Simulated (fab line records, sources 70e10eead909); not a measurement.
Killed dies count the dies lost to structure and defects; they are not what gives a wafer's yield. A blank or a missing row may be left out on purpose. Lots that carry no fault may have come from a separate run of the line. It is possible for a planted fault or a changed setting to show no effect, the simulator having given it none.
Matching of chambers | flow nand-harc | NHARC_A_BONDPAD_DESCUM_11 on rie-diel-01 has 4 sister chambers
The step chemistry O2, time 3 s. 16 wafers are shown with their chamber, then 8 later ones without.

## WAFERS WITH THEIR CHAMBER
wafer  | chamber | drypump-motor-current-A (A) | rf-vpp-V (V) | throttle-valve-pct (%)
L831.4 | 3       | 5.5                         | 59.8         | 11.306
L831.5 | 1       | 6.2                         | 57.3         | 11.315
L831.6 | 0       | 5.3                         | 56.5         | 11.330
L829.2 | 3       | 5.6                         | 58.6         | 11.299
L829.4 | 1       | 6.3                         | 57.3         | 11.306
L829.6 | 0       | 5.3                         | 56.9         | 11.303
L834.4 | 0       | 5.3                         | 58.9         | 11.303
L834.5 | 3       | 5.6                         | 57.6         | 11.301
L834.6 | 0       | 5.3                         | 57.3         | 11.320
L837.1 | 0       | 5.3                         | 56.7         | 11.328
L837.2 | 2       | 6.1                         | 57.2         | 11.323
L837.4 | 1       | 6.2                         | 58.0         | 11.311
L841.3 | 1       | 6.3                         | 57.2         | 11.322
L841.4 | 3       | 5.5                         | 59.4         | 11.309
L841.5 | 3       | 5.6                         | 58.2         | 11.302
L844.1 | 3       | 5.5                         | 58.3         | 11.313

SIGNATURES (averages over the wafers above)
reading                 | chamber 0 | chamber 1 | chamber 2 | chamber 3 | scatter within a chamber
drypump-motor-current-A | 5.300     | 6.250     | 6.100     | 5.550     | 0.0456
rf-vpp-V                | 57.260    | 57.450    | 57.200    | 58.650    | 0.787
throttle-valve-pct      | 11.31680  | 11.31350  | 11.32300  | 11.30500  | 0.00899
Rule: for each reading, subtract the chamber's mean from the wafer's reading, divide by that reading's scatter and square the result; add these up over the readings and take the root, which gives the wafer's distance from the chamber. The wafer belongs to the nearest chamber; if the next one is less than 2 further off, it can't be placed. The scatter: the root of (the sum of the squares of (reading less its chamber's mean) over the shown wafers, divided by (wafers less chambers)).

## WAFERS MISSING THEIR CHAMBER
wafer  | drypump-motor-current-A (A) | rf-vpp-V (V) | throttle-valve-pct (%)
L844.4 | 6.2                         | 59.5         | 11.301
L844.5 | 5.3                         | 55.9         | 11.327
L846.1 | 5.3                         | 59.0         | 11.313
L846.4 | 6.2                         | 57.3         | 11.308
L846.5 | 6.1                         | 58.0         | 11.318
L852.1 | 6.2                         | 56.6         | 11.322
L852.2 | 5.3                         | 57.4         | 11.324
L852.3 | 5.5                         | 58.8         | 11.301

## WHICH CHAMBER EACH ONE RAN IN
wafer  | from the rows above     | in truth
L844.4 | can't be placed: 1 or 2 | 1
L844.5 | 0                       | 0
L846.1 | 0                       | 0
L846.4 | can't be placed: 1 or 2 | 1
L846.5 | 2                       | 2
L852.1 | can't be placed: 1 or 2 | 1
L852.2 | 0                       | 0
L852.3 | 3                       | 3
5 of 8 placed correctly. Unplaceable from these rows: 3, with the true chamber sitting among the candidates in 3. Number placed wrongly: 0.
